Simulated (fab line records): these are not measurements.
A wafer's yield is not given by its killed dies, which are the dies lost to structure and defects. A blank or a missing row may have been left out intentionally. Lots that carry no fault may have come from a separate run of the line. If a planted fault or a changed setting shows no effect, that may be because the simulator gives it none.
Chamber matching || flow n5 finfet || N5_BEOL_M8_STRIP_67 on rie diel-01 has 4 sister chambers
The step strips in CF4. 7 wafers are shown with their chamber, then 7 later ones without.

== WAFERS WITH THEIR CHAMBER ==
{"wafer": "L079.2", "chamber": 0, "throttle valve pct (%)": 13.53, "oes product au (a.u.)": 0.85}
{"wafer": "L081.2", "chamber": 0, "throttle valve pct (%)": 13.52, "oes product au (a.u.)": 0.83}
{"wafer": "L082.1", "chamber": 3, "throttle valve pct (%)": 13.71, "oes product au (a.u.)": 0.80}
{"wafer": "L082.3", "chamber": 2, "throttle valve pct (%)": 13.58, "oes product au (a.u.)": 0.93}
{"wafer": "L082.5", "chamber": 1, "throttle valve pct (%)": 14.04, "oes product au (a.u.)": 0.72}
{"wafer": "L085.1", "chamber": 1, "throttle valve pct (%)": 14.04, "oes product au (a.u.)": 0.71}
{"wafer": "L085.4", "chamber": 3, "throttle valve pct (%)": 13.71, "oes product au (a.u.)": 0.81}

== WAFERS WHOSE CHAMBER IS MISSING ==
{"wafer": "L085.5", "throttle valve pct (%)": 14.03, "oes product au (a.u.)": 0.71}
{"wafer": "L088.2", "throttle valve pct (%)": 14.07, "oes product au (a.u.)": 0.71}
{"wafer": "L088.4", "throttle valve pct (%)": 13.72, "oes product au (a.u.)": 0.80}
{"wafer": "L088.6", "throttle valve pct (%)": 13.72, "oes product au (a.u.)": 0.80}
{"wafer": "L090.3", "throttle valve pct (%)": 13.62, "oes product au (a.u.)": 0.90}
{"wafer": "L090.5", "throttle valve pct (%)": 13.62, "oes product au (a.u.)": 0.89}
{"wafer": "L090.6", "throttle valve pct (%)": 13.72, "oes product au (a.u.)": 0.79}

== WHICH CHAMBER EACH WENT THROUGH ==
{"wafer": "L085.5", "from the rows above": 1, "in truth": 1}
{"wafer": "L088.2", "from the rows above": 1, "in truth": 1}
{"wafer": "L088.4", "from the rows above": 3, "in truth": 3}
{"wafer": "L088.6", "from the rows above": 3, "in truth": 3}
{"wafer": "L090.3", "from the rows above": 2, "in truth": 2}
{"wafer": "L090.5", "from the rows above": 2, "in truth": 2}
{"wafer": "L090.6", "from the rows above": 3, "in truth": 3}
Correct placement for 7 of the 7. Number that these rows cannot place: 0. Placed wrongly: 0.
How it was worked out, from the rows above alone: a wafer's distance from a chamber is the root of the sum, over the readings, of the square of ((its reading less the chamber's mean) divided by the reading's scatter). If the next closest chamber is less than 2 further off than the closest, the wafer can't be placed; otherwise it belongs to the closest. The mean given for a chamber averages the wafers shown for that chamber. How the scatter is found: for the shown wafers, subtract from each reading the mean of its chamber, square and add these, divide the total by (wafers less chambers), then take the root.
